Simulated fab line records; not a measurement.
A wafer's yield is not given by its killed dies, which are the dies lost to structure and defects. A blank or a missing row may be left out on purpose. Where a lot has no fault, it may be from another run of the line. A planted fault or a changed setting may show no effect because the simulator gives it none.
Comparing a struck lot with a sound one :: flow nand-harc :: 14 steps out of a route of 1302
Sound: wafers L461.2, L461.3, L461.6. Struck: wafers L448.4, L448.5, L448.6. At the end, the cause is stated.
Per side, at each step with rows, come the tool, then ch with its chambers, and then its first start. Under that, the readings that differ: sound wafers :: struck wafers :: difference of the means :: sigmas: that difference in standard deviations of wafers without a fault.
alike: readings with means less than 2 such deviations apart, plus words and numbers identical on both sides. not compared: withheld readings, readings lacking a value on some wafer, bounds such as >300 that could conceal the same value, and numbers that have no deviation in the record and whose values overlap.
Wherever a step has rows on one side only, a row that says differs or no value, or a row with sigmas, the two part there. When numbers do not overlap yet have no deviation, they are printed without sigmas and do not part them. A reading that every wafer of one side lacks parts them only if that side has two wafers or more.

NHARC_P_M1_PRE_CLEAN_30: time 30 s.
  sound on pvd-sputter-01; struck on pvd-sputter-02
  alike: heater-power-w
NHARC_P_M1_PVD_20: deposits TaN, target thk 5 nm, time 8.06 s.
  sound on pvd-sputter-01; struck on pvd-sputter-02
  alike: chamber-pressure-pa, substrate-temp-c, throttle-valve-pct
then, 2 steps without rows for these wafers: NHARC_P_M1_PVD_21 (deposits Cu, target thk 30 nm, time 20.49 s); NHARC_P_M1_ECD_22 (material Cu, target thk 400 nm).
NHARC_P_M1_ANNEAL_31: time 90 s.
  sound on rtp-anneal-02 ch 0, day 14 12:39; struck on rtp-anneal-02 ch 0, day 9 06:41
  alike: wafer_temp_C_max
NHARC_P_M1_CMP_23: polishes, t overpolish 20 s, target thk 157.82 nm.
  sound on cmp-04 ch 1,2, day 14 12:57; struck on cmp-04 ch 0,2,3, day 9 06:57
  alike: motor-current-A, time-to-endpoint-s
NHARC_P_M1_THK_MEAS_24: measures by xrf.
  sound on film-metro-01, day 14 13:16; struck on film-metro-01, day 9 07:11
  alike: thk-nm
next, for these wafers, 1 step has no rows: NHARC_P_M1_SRD_25.
NHARC_P_M1_INSPECT_27:
  sound on defect-inspect-01, day 14 13:25; struck on defect-inspect-01, day 9 07:20
  alike: raw-defect-count
NHARC_P_M1_PRE_CLEAN_32: time 12 s.
  sound on pecvd-01 ch 0,1, day 14 13:30; struck on pecvd-03 ch 0,1,2, day 9 07:26
  alike: heater-power-w
then, 1 step without rows for these wafers: NHARC_P_M1_DEP_33 (deposits SiCN, target thk 30 nm).
NHARC_P_M2_DEP_00: deposits SiOC, target thk 182.5 nm.
  sound on pecvd-04 ch 0,2, day 14 13:59; struck on pecvd-04 ch 0,1,2, day 9 08:02
  no value came back on the struck wafers for chamber-pressure-Torr (Torr), rf-fwd-power-W (W), showerhead-vpp-V (V); on the sound wafers chamber-pressure-Torr (Torr) reads 4.982 4.993 4.988
then, 1 step without rows for these wafers: NHARC_P_M2_DEHYDRATE_01 (time 120 s).
-- the record jumps here: 18 days lie between the struck wafers' starts before and after (it left off in module P_M2 and takes up again in module END, whose first step shown is number 1302 of the route) --
NHARC_END_SORT_01:
  at this point the record logs the struck wafers (prober-02 ch 0, day 27 18:01) and has no rows for the sound ones

## WHERE THEY PART
Last at NHARC_END_SORT_01 as far as this record goes, first at NHARC_P_M2_DEP_00.

WHY: what had been put in by the simulator
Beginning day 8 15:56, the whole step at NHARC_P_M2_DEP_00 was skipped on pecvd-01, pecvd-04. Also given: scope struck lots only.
